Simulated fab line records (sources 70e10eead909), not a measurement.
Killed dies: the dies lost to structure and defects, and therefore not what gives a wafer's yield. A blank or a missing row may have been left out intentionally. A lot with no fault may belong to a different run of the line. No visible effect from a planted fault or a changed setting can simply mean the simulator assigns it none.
Chamber matching / flow nandHarc / NHARC_A_CONTACT_ETCH_49 on rieDiel-06: 4 sister chambers
The step etches the open film in N2/H2, target depth 260 nm, time 475.3 s. 4 wafers are shown with their chamber, then 8 later ones without.

WAFERS WITH THEIR CHAMBER
wafer=L877.6; chamber=3; drypumpMotorCurrentA (A)=5.7
wafer=L880.6; chamber=1; drypumpMotorCurrentA (A)=5.7
wafer=L882.3; chamber=0; drypumpMotorCurrentA (A)=5.9
wafer=L882.4; chamber=2; drypumpMotorCurrentA (A)=6.5

WAFERS WHOSE CHAMBER IS MISSING
wafer=L882.5; drypumpMotorCurrentA (A)=5.9
wafer=L884.1; drypumpMotorCurrentA (A)=6.6
wafer=L884.3; drypumpMotorCurrentA (A)=6.0
wafer=L884.5; drypumpMotorCurrentA (A)=6.0
wafer=L889.4; drypumpMotorCurrentA (A)=6.5
wafer=L889.6; drypumpMotorCurrentA (A)=5.9
wafer=L891.3; drypumpMotorCurrentA (A)=5.9
wafer=L891.4; drypumpMotorCurrentA (A)=5.9

WHICH CHAMBER EACH WENT THROUGH
wafer=L882.5; from the rows above=0; in truth=0
wafer=L884.1; from the rows above=2; in truth=2
wafer=L884.3; from the rows above=0; in truth=0
wafer=L884.5; from the rows above=0; in truth=0
wafer=L889.4; from the rows above=2; in truth=2
wafer=L889.6; from the rows above=0; in truth=0
wafer=L891.3; from the rows above=0; in truth=0
wafer=L891.4; from the rows above=0; in truth=0
Correct placement for 8 of the 8. Can't be placed from these rows: 0. 0 placed wrongly.
How it was worked out, from the rows above alone: a wafer's distance from a chamber is the root of the sum, over the readings, of the square of ((its reading less the chamber's mean) divided by the reading's scatter). If the next closest chamber is less than 2 further off than the closest, the wafer can't be placed; otherwise it belongs to the closest. For every chamber, the mean is computed from those of its wafers that are shown. The scatter (one wafer shown for each chamber): square how far every hidden wafer sits from the nearest shown wafer, average those squares and take the square root.
